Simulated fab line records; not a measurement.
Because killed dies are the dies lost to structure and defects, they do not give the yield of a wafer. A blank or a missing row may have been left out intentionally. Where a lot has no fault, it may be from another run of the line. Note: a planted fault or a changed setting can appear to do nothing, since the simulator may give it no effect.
Chamber matching / flow nandHarc / NHARC_A_STAIRCASE_DEP_322 on pecvd-03 has 3 sister chambers
The step deposits SiO2, target thk 7200 nm. 6 wafers are shown with their chamber, then 7 later ones without.

== WAFERS PAIRED WITH THEIR CHAMBERS ==
wafer=L085.4; chamber=2; heaterPowerW (W)=632; rfFwdPowerW (W)=498.0
wafer=L093.4; chamber=2; heaterPowerW (W)=665; rfFwdPowerW (W)=498.4
wafer=L093.5; chamber=0; heaterPowerW (W)=592; rfFwdPowerW (W)=499.2
wafer=L093.6; chamber=1; heaterPowerW (W)=617; rfFwdPowerW (W)=500.3
wafer=L092.4; chamber=0; heaterPowerW (W)=585; rfFwdPowerW (W)=499.7
wafer=L092.5; chamber=1; heaterPowerW (W)=631; rfFwdPowerW (W)=499.1

== WAFERS WITH NO CHAMBER GIVEN ==
wafer=L092.6; heaterPowerW (W)=660; rfFwdPowerW (W)=502.7
wafer=L096.2; heaterPowerW (W)=731; rfFwdPowerW (W)=502.0
wafer=L096.3; heaterPowerW (W)=839; rfFwdPowerW (W)=499.5
wafer=L096.5; heaterPowerW (W)=628; rfFwdPowerW (W)=499.9
wafer=L094.1; heaterPowerW (W)=766; rfFwdPowerW (W)=498.1
wafer=L094.2; heaterPowerW (W)=742; rfFwdPowerW (W)=502.2
wafer=L094.4; heaterPowerW (W)=692; rfFwdPowerW (W)=498.5

== CHAMBER TAKEN BY EACH ==
wafer=L092.6; from the rows above=can't be placed: 1 or 0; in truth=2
wafer=L096.2; from the rows above=can't be placed: 1 or 2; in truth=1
wafer=L096.3; from the rows above=can't be placed: 2 or 1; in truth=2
wafer=L096.5; from the rows above=1; in truth=1
wafer=L094.1; from the rows above=2; in truth=2
wafer=L094.2; from the rows above=can't be placed: 1 or 2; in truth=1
wafer=L094.4; from the rows above=2; in truth=2
Correctly placed: 3 of 7. Not placeable from these rows: 4 (in 3, the candidates include the true chamber). Placed wrongly: 0.
How it was worked out, from the rows above alone: a wafer's distance from a chamber is the root of the sum, over the readings, of the square of ((its reading less the chamber's mean) divided by the reading's scatter). If the next closest chamber is less than 2 further off than the closest, the wafer can't be placed; otherwise it belongs to the closest. Each chamber's mean is taken over the wafers shown for it. How the scatter is found: for the shown wafers, subtract from each reading the mean of its chamber, square and add these, divide the total by (wafers less chambers), then take the root.
